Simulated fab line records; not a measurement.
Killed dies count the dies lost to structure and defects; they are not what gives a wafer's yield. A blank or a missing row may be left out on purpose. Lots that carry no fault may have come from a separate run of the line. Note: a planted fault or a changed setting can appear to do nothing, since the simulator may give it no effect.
Split-lot study -- flow n5 finfet -- 7 lots, 21 wafers read, on a route of 1938 steps

## THE SPLIT
At N5_BEOL_M2_DESCUM_33 (chemistry O2, time 7 s), the setting time s was moved away from the recipe's 7 s on 8 of the 21 wafers read, by -15.5% to +22.2%. For the rest of the wafers, this setting stayed at what the recipe calls for.

## THE PATH FROM SPLIT TO READING: the file shows 1 step between them
- N5_BEOL_M2_ETCH_77: etches underlayer in N2/H2, target depth 6.5 nm, time 5.2 s

## THE READING
CAR-EUV_of_BEOL_M2_COAT_22.thk nm (the simulator's own value, which no gauge read), in nm, at N5_BEOL_M2_ETCH_69 (etches SiARC in CF4, target depth 15.6 nm, time 26 s). There is no usual value for it anywhere in the file. Average 11.1 nm, standard deviation 0.092 nm, over the 13 wafers here run with the recipe.

wafer,"tool, chamber at the split","time s as run, s",against the recipe,"CAR-EUV_of_BEOL_M2_COAT_22.thk nm, nm",against lot-mates on the recipe
L074.1,"rie diel-02, 1",7,recipe,11.2,-
L074.4,"rie diel-02, 0,3",8.329,+19.0%,10.6,-0.6
L074.5,"rie diel-02, 0,3",8.329,+19.0%,10.4,-0.8
L080.1,"rie diel-05, 3",7,recipe,11.2,-
L080.3,"rie diel-05, 0",8.555,+22.2%,10.4,-0.8
L080.6,"rie diel-05, 0",8.555,+22.2%,10.4,-0.8
L084.1,"rie diel-04, 3,2,1",7,recipe,11,-
L084.2,"rie diel-04, 3,2,1",7,recipe,11,-
L084.3,"rie diel-04, 3,2,1",7,recipe,11,-
L087.2,"rie diel-04, 1,0",7,recipe,11.2,-
L087.6,"rie diel-04, 1,0",7,recipe,11.2,-
L087.3,"rie diel-04, 2",8.121,+16.0%,10.6,-0.6
L091.1,"rie diel-05, 2",7,recipe,11.2,-
L091.5,"rie diel-05, 2",7,recipe,11.2,-
L091.4,"rie diel-05, 0",5.918,-15.5%,11.6,+0.4
L094.1,"rie diel-04, 0,2",7.894,+12.8%,10.6,-0.4
L094.5,"rie diel-04, 0,2",7.894,+12.8%,10.6,-0.4
L094.3,"rie diel-04, 3",7,recipe,11,-
L095.3,"rie diel-04, 2,1,1",7,recipe,11.2,-
L095.4,"rie diel-04, 2,1,1",7,recipe,11.2,-
L095.6,"rie diel-04, 2,1,1",7,recipe,11.2,-
Where a row lists several chambers, the file gives one row for several wafers and doesn't say which wafer went through which chamber.

THE FIT
A straight line over all 21 wafers: CAR-EUV_of_BEOL_M2_COAT_22.thk nm changes by -0.0337 nm for each +1% of time s; r = -0.97; the points scatter about the line by 0.09 nm.
The same after taking each lot's own level away (the mean of its wafers on the recipe; 21 wafers): -0.0343 nm for each +1%; r = -0.99; scatter 0.049 nm.
The reading moves by 0.76 nm for the largest change in time s, on that fit.
The lots' own levels span 11.00 to 11.20 nm, that is 2.2 times the standard deviation above.
The two slopes agree, so the slope changes little with the lot-to-lot level.
Check: for one of the wafers moved furthest among these (+22.2%), held out of the fit, the line's prediction against its lot-mates is -0.768 nm. It came out at -0.8 nm against them.

## OTHER SPLITS APPLIED TO THESE WAFERS
Before the reading, these wafers also passed through other splits. Each is held against what the fit with the lots' levels taken away leaves over:
other split on the same wafers,wafers away from the commonest value,r with CAR-EUV_of_BEOL_M2_COAT_22.thk nm (lot level and that fit taken away)
N5_SDB_COAT_05 spin rpm,8,+0.33
N5_HKMG_FIN_ETCH_55 time s,7,+0.11
N5_GATE_CUT_COAT_27 spin rpm,8,-0.08
N5_MOL_CONTACT_COAG_VIA_ETCH_117 bias w,7,+0.18
N5_BEOL_M0_SAQP_ETCH_106 target depth a,8,-0.15
N5_BEOL_M0_SAQP_ETCH_107 bias w,10,+0.10
N5_BEOL_M1_COAT_05 spin rpm,9,+0.11
N5_BEOL_M1_ETCH_64 time s,7,-0.27

## THE WHOLE CHAIN: every reading that the file lists as answering this split, in the file's order
step,what it does,reading,change (the file's fit),r (the file's)
N5_BEOL_M2_DESCUM_33,"chemistry O2, time 7 s","CAR-EUV_of_BEOL_M2_COAT_22.thk nm (the simulator's own value, which no gauge read)",-0.0345 nm for each +1% of the setting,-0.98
N5_BEOL_M2_ETCH_77,"etches underlayer in N2/H2, target depth 6.5 nm, time 5.2 s","CAR-EUV_of_BEOL_M2_COAT_22.thk nm (the simulator's own value, which no gauge read)",-0.0356 nm for each +1% of the setting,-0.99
N5_BEOL_M2_ETCH_69,"etches SiARC in CF4, target depth 15.6 nm, time 26 s","CAR-EUV_of_BEOL_M2_COAT_22.thk nm (the simulator's own value, which no gauge read)",-0.0344 nm for each +1% of the setting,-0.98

## FILE'S OWN FIT
CAR-EUV_of_BEOL_M2_COAT_22.thk nm changes by -0.0344 nm for each +1% of time s, r = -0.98.
